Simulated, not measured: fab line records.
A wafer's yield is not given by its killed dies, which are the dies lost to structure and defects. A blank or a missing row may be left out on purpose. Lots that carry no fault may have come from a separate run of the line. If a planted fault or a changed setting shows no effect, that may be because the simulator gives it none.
What tool caused it? / flow n5-finfet / 20 lots (60 wafers sampled), 1 step of a 1938-step route

== WHAT EACH GAUGE READ, for each wafer ==
N5_MOL_CONTACT_COAG_CD_MEAS_40: target cd 25.1 nm.
lot=L074; measured=day 5 02:14; on=cd-sem-03; cd-nm (nm)=24.85 24.99 25.02
lot=L076; measured=day 5 14:47; on=cd-sem-03; cd-nm (nm)=24.93 25.12 25.27
lot=L077; measured=day 6 00:20; on=cd-sem-03; cd-nm (nm)=25.19 25.12 25.12
lot=L078; measured=day 6 02:58; on=cd-sem-01; cd-nm (nm)=25.07 25.22 25.12
lot=L079; measured=day 6 10:56; on=cd-sem-03; cd-nm (nm)=25.24 24.98 25.06
lot=L080; measured=day 6 17:36; on=cd-sem-02; cd-nm (nm)=24.66 24.58 25.00
lot=L081; measured=day 6 23:17; on=cd-sem-02; cd-nm (nm)=25.75 25.57 25.01
lot=L082; measured=day 7 03:46; on=cd-sem-01; cd-nm (nm)=24.96 25.76 25.02
lot=L083; measured=day 7 05:49; on=cd-sem-03; cd-nm (nm)=25.12 25.01 25.09
lot=L084; measured=day 7 22:36; on=cd-sem-03; cd-nm (nm)=25.24 25.03 25.26
lot=L085; measured=day 7 23:03; on=cd-sem-01; cd-nm (nm)=25.17 25.27 25.18
lot=L087; measured=day 9 10:19; on=cd-sem-01; cd-nm (nm)=25.08 25.20 25.33
lot=L089; measured=day 9 16:53; on=cd-sem-03; cd-nm (nm)=24.99 25.43 25.22
lot=L090; measured=day 9 17:02; on=cd-sem-03; cd-nm (nm)=25.00 25.30 24.81
lot=L091; measured=day 10 20:36; on=cd-sem-02; cd-nm (nm)=24.97 24.74 25.22
lot=L094; measured=day 10 22:28; on=cd-sem-03; cd-nm (nm)=25.42 25.07 25.32
lot=L095; measured=day 10 23:30; on=cd-sem-02; cd-nm (nm)=25.79 25.24 25.01
lot=L092; measured=day 11 01:38; on=cd-sem-03; cd-nm (nm)=24.77 25.25 25.00
lot=L096; measured=day 11 02:31; on=cd-sem-03; cd-nm (nm)=24.78 24.52 25.24
lot=L097; measured=day 11 11:06; on=cd-sem-01; cd-nm (nm)=24.76 25.22 25.07

== WHAT TOOL EACH LOT RAN ON (gives the tool, then ch and the chambers of the sampled wafers, and finally the start) ==
There is no process step in the record ahead of these readings.

== AS READ BY THE TOOLS THEMSELVES (means over the sampled wafers that have a number; for cases with no such wafer, the mark the record gives instead) ==
The record holds no such reading with a usual standard deviation.

== THE ANSWER, worked out from the rows above alone ==
Rule: usual is defined by the lots themselves. The widest of any qualifying gaps counts: lots, ordered by their means at a reading, are off when they make up no more than a third of the lots, leave a main group of 4 or more, and stand apart from it by 3 or more times the standard deviation of that group's means. The tables above print the reading to a certain number of digits; a main group whose means all agree to those digits is not used. Also off: a lot with no number at a reading for which 4 or more lots have one. All remaining lots with rows at the step are treated as sound. The gauges are gone through in route order, then the tools' own readings, and for those a lot's mean is taken as printed above. At the first step where some lot is off, the reading lying furthest off is the one used; lots without a number count as furthest.
None of the lots is off at any reading shown; this tells nothing.

== WHAT THE SIMULATOR PUT IN ==
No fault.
